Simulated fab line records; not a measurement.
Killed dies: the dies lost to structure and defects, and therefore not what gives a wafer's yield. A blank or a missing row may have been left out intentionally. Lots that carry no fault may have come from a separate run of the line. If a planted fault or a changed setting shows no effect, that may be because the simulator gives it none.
Which tool did it? ; flow n5_finfet ; 16 lots with 40 wafers sampled at 5 steps, on a route of 1938 steps

WHAT THE GAUGES READ, wafer by wafer
N5_START_INSPECT_01: inspects for defects (unpatterned scan).
lot;measured;on;raw_defect_count
L563;day 1 12:02;defect_inspect-02;4 11 5
L564;day 1 18:02;defect_inspect-01;0 3
L565;day 2 00:02;defect_inspect-01;4 3 7
L566;day 2 06:02;defect_inspect-02;8 9
L567;day 2 12:02;defect_inspect-01;2 7
L571;day 3 12:02;defect_inspect-01;10 5
L572;day 3 18:02;defect_inspect-01;6 5 9
L574;day 4 06:02;defect_inspect-01;7 5
L576;day 4 18:02;defect_inspect-02;7 3
L577;day 5 00:02;defect_inspect-02;3 10
L581;day 6 00:02;defect_inspect-02;3 5 7
L582;day 6 06:02;defect_inspect-02;5 6 4
L583;day 6 12:02;defect_inspect-01;13 10 7
L584;day 6 18:02;defect_inspect-02;3 6 4
L585;day 7 00:02;defect_inspect-02;7 2 24
L586;day 7 06:02;defect_inspect-01;6 5

N5_ZERO_LAYER_CD_MEAS_11 targets a cd of 2000 nm.
lot;measured;on;cd_nm (nm)
L563;day 1 12:38;cd_sem-03;1996.5 1997.1 2000.7
L564;day 1 18:38;cd_sem-03;1998.4 2002.5
L565;day 2 00:38;cd_sem-01;2001.6 2000.1 2000.0
L566;day 2 06:40;cd_sem-02;1996.6 1996.0
L567;day 2 12:38;cd_sem-03;1998.4 1996.5
L571;day 3 12:47;cd_sem-03;2000.8 2002.7
L572;day 3 18:47;cd_sem-02;1998.8 2001.9 2000.7
L574;day 4 06:39;cd_sem-03;2002.2 1996.4
L576;day 4 18:38;cd_sem-03;1998.3 1997.5
L577;day 5 00:38;cd_sem-02;1993.4 1998.6
L581;day 6 00:39;cd_sem-01;1965.7 1971.1 1968.8
L582;day 6 06:40;cd_sem-01;1976.7 1973.1 1976.6
L583;day 6 12:40;cd_sem-01;1974.8 1976.9 1979.2
L584;day 6 18:38;cd_sem-03;1981.4 1985.5 1984.3
L585;day 7 00:46;cd_sem-03;1995.6 1996.2 1998.9
L586;day 7 06:38;cd_sem-01;1999.0 1997.0

N5_WELL_APT_INSPECT_10: inspects for defects (macro).
lot;measured;on;raw_defect_count
L563;day 1 13:38;defect_inspect-01;1 0 3
L564;day 1 19:44;defect_inspect-01;1 2
L565;day 2 02:11;defect_inspect-02;4 2 0
L566;day 2 09:12;defect_inspect-02;1 3
L567;day 2 13:37;defect_inspect-02;0 2
L571;day 3 13:53;defect_inspect-02;1 5
L572;day 3 19:53;defect_inspect-01;4 4 0
L574;day 4 07:44;defect_inspect-02;3 1
L576;day 4 19:44;defect_inspect-02;2 2
L577;day 5 01:46;defect_inspect-01;3 1
L581;day 6 01:37;defect_inspect-02;4 1 2
L582;day 6 07:50;defect_inspect-02;1 2 2
L583;day 6 13:38;defect_inspect-02;3 0 1
L584;day 6 19:38;defect_inspect-01;1 1 3
L585;day 7 02:05;defect_inspect-02;0 0 3
L586;day 7 07:44;defect_inspect-02;0 1

WHAT TOOL EACH LOT RAN ON (gives the tool, then ch and the chambers of the sampled wafers, and finally the start)
lot;N5_ZERO_LAYER_EXPOSE_08;N5_ZERO_LAYER_STRIP_24
L563;krf_scanner-01 ch 0, day 1 12:28;plasma_asher-02 ch 0, day 1 12:55
L564;krf_scanner-01 ch 0, day 1 18:29;plasma_asher-01 ch 0,1, day 1 18:55
L565;krf_scanner-01 ch 0, day 2 00:28;plasma_asher-02 ch 0,1, day 2 01:20
L566;krf_scanner-01 ch 0, day 2 06:29;plasma_asher-02 ch 0, day 2 08:21
L567;krf_scanner-01 ch 0, day 2 12:29;plasma_asher-02 ch 0, day 2 12:55
L571;krf_scanner-01 ch 0, day 3 12:37;plasma_asher-01 ch 1, day 3 13:02
L572;krf_scanner-02 ch 0, day 3 18:37;plasma_asher-01 ch 0,1, day 3 19:02
L574;krf_scanner-01 ch 0, day 4 06:29;plasma_asher-02 ch 0,1, day 4 06:56
L576;krf_scanner-02 ch 0, day 4 18:28;plasma_asher-01 ch 0,1, day 4 18:53
L577;krf_scanner-02 ch 0, day 5 00:28;plasma_asher-01 ch 0, day 5 00:53
L581;krf_scanner-01 ch 0, day 6 00:29;plasma_asher-01 ch 0,1, day 6 00:55
L582;krf_scanner-01 ch 0, day 6 06:29;plasma_asher-02 ch 0,1, day 6 07:00
L583;krf_scanner-01 ch 0, day 6 12:29;plasma_asher-02 ch 0,1, day 6 12:55
L584;krf_scanner-01 ch 0, day 6 18:28;plasma_asher-01 ch 0,1, day 6 18:54
L585;krf_scanner-02 ch 0, day 7 00:36;plasma_asher-01 ch 0,1, day 7 01:16
L586;krf_scanner-02 ch 0, day 7 06:28;plasma_asher-01 ch 0,1, day 7 06:53
- N5_ZERO_LAYER_EXPOSE_08: exposes mask ZERO, defocus 0 nm, target cd 2000 nm.
- N5_ZERO_LAYER_STRIP_24: strips in O2.

WHAT THE TOOLS THEMSELVES READ (means of the sampled wafers that have a number; where no wafer has one, the mark that the record gives instead)
N5_ZERO_LAYER_EXPOSE_08.
lot;tool;exposure_dose_mJ_cm2
L563;krf_scanner-01;16.206
L564;krf_scanner-01;16.213
L565;krf_scanner-01;16.194
L566;krf_scanner-01;16.227
L567;krf_scanner-01;16.208
L571;krf_scanner-01;16.188
L572;krf_scanner-02;16.190
L574;krf_scanner-01;16.208
L576;krf_scanner-02;16.188
L577;krf_scanner-02;16.184
L581;krf_scanner-01;13.774
L582;krf_scanner-01;14.257
L583;krf_scanner-01;14.639
L584;krf_scanner-01;14.969
L585;krf_scanner-02;16.196
L586;krf_scanner-02;16.202

N5_ZERO_LAYER_STRIP_24.
lot;tool;drypump_motor_current_A (A);heater_power_w (W);oes_product_au (a.u.);strip_time_to_endpoint_s (s)
L563;plasma_asher-02;6.0;359;0.646;43.71
L564;plasma_asher-01;5.8;326;0.649;43.76
L565;plasma_asher-02;5.7;326;0.649;43.65
L566;plasma_asher-02;6.0;356;0.643;43.69
L567;plasma_asher-02;6.0;356;0.651;43.66
L571;plasma_asher-01;5.3;338;0.647;43.75
L572;plasma_asher-01;5.6;325;0.648;43.75
L574;plasma_asher-02;5.8;336;0.643;43.77
L576;plasma_asher-01;5.8;325;0.647;43.81
L577;plasma_asher-01;6.2;308;0.643;43.79
L581;plasma_asher-01;5.7;326;0.646;43.92
L582;plasma_asher-02;5.7;319;0.641;43.92
L583;plasma_asher-02;5.9;341;0.640;43.76
L584;plasma_asher-01;5.6;326;0.650;43.83
L585;plasma_asher-01;5.6;330;0.646;43.79
L586;plasma_asher-01;5.8;314;0.649;43.91

THE ANSWER, worked out from the rows above alone
Rule: the lots themselves supply what counts as usual. The widest of any qualifying gaps counts: lots, ordered by their means at a reading, are off when they make up no more than a third of the lots, leave a main group of 4 or more, and stand apart from it by 3 or more times the standard deviation of that group's means. A main group whose means are all the same, to the digits that the tables above print for the reading, isn't used. A lot without any number at a reading at which 4 lots or more have one is off too. Where the step has rows for the other lots, those lots are counted as sound. The gauges are gone through in route order, then the tools' own readings, and for those a lot's mean is taken as printed above. The first step at which some lot is off is used, and at that step the reading that is off furthest; a lot without a number counts as furthest.
Off: L581, L582, L583, L584, at N5_ZERO_LAYER_CD_MEAS_11 (cd_nm). The main group has a mean of 1998.6 nm with a standard deviation of 1.8.
If a tool, at a process step before that reading, ran all the lots that are off and no sound lot after the first of them, it fits. Not tried: the gauges at N5_ZERO_LAYER_CD_MEAS_11; whatever is off there is also off at N5_ZERO_LAYER_EXPOSE_08, on other tools, and gauge error can't account for it. One candidate fits, namely krf_scanner-01 at N5_ZERO_LAYER_EXPOSE_08. A fault onset in the window from L574 (day 4 06:29, its last sound lot) to L581 (day 6 00:29, its first lot off) fits.
The tool's own readings at N5_ZERO_LAYER_EXPOSE_08 bear it out: on the lots that are off they differ by more than 5 times the standard deviation of the sound lots' means. exposure_dose_mJ_cm2 reads 14.410 there against 16.200 on the sound lots.

WHAT THE SIMULATOR PUT IN
Process parameter drift: krf_scanner-01, from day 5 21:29 on, at N5_ZERO_LAYER_EXPOSE_08. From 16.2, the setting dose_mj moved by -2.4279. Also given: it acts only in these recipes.
Lots struck among those shown: L581, L582, L583, L584. Same finding as the rule above.
